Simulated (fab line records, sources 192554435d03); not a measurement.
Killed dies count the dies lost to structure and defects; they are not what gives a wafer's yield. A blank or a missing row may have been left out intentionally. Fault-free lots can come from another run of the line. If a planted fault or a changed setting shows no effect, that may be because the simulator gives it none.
Matching of chambers    flow n5 finfet    4 sister chambers for N5_BEOL_M9_DESCUM_33 on rie diel-03
The step chemistry O2, time 7 s. 20 wafers are shown with their chamber, then 10 later ones without.

WAFERS PAIRED WITH THEIR CHAMBERS
wafer   chamber  showerhead plenum p Torr (Torr)  drypump motor current A (A)  throttle valve pct (%)
L074.3  3        2.18                             5.2                          20.70
L074.5  3        2.18                             5.2                          20.70
L074.6  0        2.18                             5.6                          20.73
L077.2  1        2.09                             5.7                          20.76
L077.5  3        2.18                             5.3                          20.71
L077.6  0        2.18                             5.7                          20.73
L079.1  3        2.18                             5.2                          20.72
L079.3  0        2.18                             5.6                          20.74
L079.5  2        2.00                             5.5                          20.74
L086.2  1        2.09                             5.8                          20.75
L086.3  2        2.00                             5.4                          20.74
L086.5  2        2.00                             5.5                          20.73
L087.1  3        2.17                             5.2                          20.71
L087.2  0        2.17                             5.7                          20.77
L087.3  2        1.99                             5.5                          20.74
L087.4  1        2.09                             5.7                          20.77
L087.5  3        2.17                             5.2                          20.73
L087.6  0        2.17                             5.7                          20.76
L088.1  2        1.99                             5.5                          20.75
L088.2  0        2.17                             5.7                          20.77

SIGNATURES (means of the wafers above)
reading                   chamber 0  chamber 1  chamber 2  chamber 3  scatter within a chamber
showerhead plenum p Torr  2.1750     2.0900     1.9960     2.1767     0.00502
drypump motor current A   5.667      5.733      5.480      5.217      0.0477
throttle valve pct        20.7500    20.7600    20.7400    20.7117    0.0134
Rule: for a wafer and a chamber, the distance is found by dividing, reading by reading, the gap between the wafer's reading and the chamber's mean by the reading's scatter, squaring, summing and taking the root. The wafer belongs to the nearest chamber; if the next one is less than 2 further off, it can't be placed. The scatter: the root of (the sum of the squares of (reading less its chamber's mean) over the shown wafers, divided by (wafers less chambers)).

WAFERS MISSING THEIR CHAMBER
wafer   showerhead plenum p Torr (Torr)  drypump motor current A (A)  throttle valve pct (%)
L088.3  2.17                             5.3                          20.76
L088.4  2.09                             5.7                          20.80
L088.5  1.99                             5.4                          20.78
L088.6  2.17                             5.3                          20.73
L092.1  1.99                             5.5                          20.76
L092.3  2.17                             5.2                          20.75
L092.4  2.17                             5.7                          20.78
L095.2  2.08                             5.7                          20.80
L095.3  2.17                             5.7                          20.78
L095.5  2.08                             5.7                          20.79

EACH ONE'S CHAMBER
wafer   from the rows above  in truth
L088.3  3                    3
L088.4  1                    1
L088.5  2                    2
L088.6  3                    3
L092.1  2                    2
L092.3  3                    3
L092.4  0                    0
L095.2  1                    1
L095.3  0                    0
L095.5  1                    1
Correctly placed: 10 of 10. From these rows, 0 cannot be placed. Placed wrongly: 0.
